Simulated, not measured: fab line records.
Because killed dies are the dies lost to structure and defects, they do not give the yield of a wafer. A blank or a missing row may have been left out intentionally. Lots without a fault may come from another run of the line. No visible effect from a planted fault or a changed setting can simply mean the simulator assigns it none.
The same fault as seen by 3 desks | flow nand harc | every desk sees just its own numbers, and what lay behind them comes last

THE METROLOGY DESK
Lot by lot, what the gauges showed, no matter which tool ran the lot: averages of those sampled wafers that carry a number. The brackets show how far a lot's mean lies from the usual mean; more than 4 standard deviations puts the lot out of limits, marked OUT.
Columns: A = thk nm at NHARC_A_M0_THK_MEAS_24, usual 113.7 nm
lot  | first seen here | A
L920 | day 23 19:10    | 114.4
L921 | day 24 03:59    | 115.0
L922 | day 25 04:07    | 114.1
L923 | day 25 09:51    | 114.7
L925 | day 26 16:58    | 28.8 (-53) OUT
L926 | day 26 21:13    | 30.5 (-52) OUT
L936 | day 30 15:41    | 114.5
L937 | day 30 23:30    | 114.2
L939 | day 31 11:58    | 113.2
L938 | day 31 14:19    | 111.9
L940 | day 32 09:28    | 113.6
This desk's verdict: out of limits on L925, L926, starting with L925 at day 26 16:58 (thk nm at NHARC_A_M0_THK_MEAS_24). Within limits: L920, L921, L922, L923, L936, L937, L939, L938, L940.

DESK OF THE TOOL OWNER: ecd cu-02
The tool's own readings at NHARC_A_M0_ECD_22 (material Cu, target thk 400 nm): means of the sampled wafers that have a number, for each lot that ran on this tool. The brackets show how far a lot's mean lies from the usual mean; more than 4 standard deviations puts the lot out of limits, marked OUT.
Columns: A = bath heat duty pct at NHARC_A_M0_ECD_22, usual 6.7 %; B = bath temp c at NHARC_A_M0_ECD_22, usual 25.01 C
lot  | first seen here | A   | B
L921 | day 24 02:56    | 7.7 | 25.01
L922 | day 25 03:05    | 7.4 | 24.99
L936 | day 30 14:42    | 7.4 | 24.93
L939 | day 31 10:58    | 7.0 | 24.88
L938 | day 31 13:17    | 7.7 | 25.05
L940 | day 32 07:58    | 7.9 | 25.02
Result from this desk: across the 6 lots, nothing is out of limits.

THE DEFECT DESK
For each lot, the counts of the inspections along the route, averaged over the sampled wafers that have a number. The brackets show how far a lot's mean lies from the usual mean; more than 4 standard deviations puts the lot out of limits, marked OUT.
Columns: A = raw defect count at NHARC_A_BLC_INSPECT_28, usual 519
lot  | first seen here | A
L920 | day 23 15:46    | 525
L921 | day 24 00:34    | 553
L922 | day 25 00:41    | 494
L923 | day 25 06:33    | 557
L925 | day 26 13:25    | 614
L926 | day 26 17:57    | 433
L936 | day 30 12:23    | 676
L937 | day 30 19:32    | 513
L939 | day 31 08:34    | 721
L938 | day 31 10:55    | 473
L940 | day 32 05:33    | 442
Result from this desk: across the 11 lots, nothing is out of limits.

ALL TOGETHER
An alarm was possible from the metrology desk at day 26 16:58, on L925, L926.
The tool owner's desk saw nothing out of limits.
Nothing out of limits was seen by the defect desk.
The tool owner's desk has no number on record for L925, L926.
The defect desk has L925, L926 on record, within its limits.
The lots listed all ran NHARC_A_M0_ECD_22 on ecd cu-02.

WHAT WAS PUT IN BY THE SIMULATOR
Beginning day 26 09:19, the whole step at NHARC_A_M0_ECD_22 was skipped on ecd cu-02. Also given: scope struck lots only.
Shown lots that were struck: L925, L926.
Delay in hours, fault start to first out-of-limits reading, per desk: metrology desk 8.
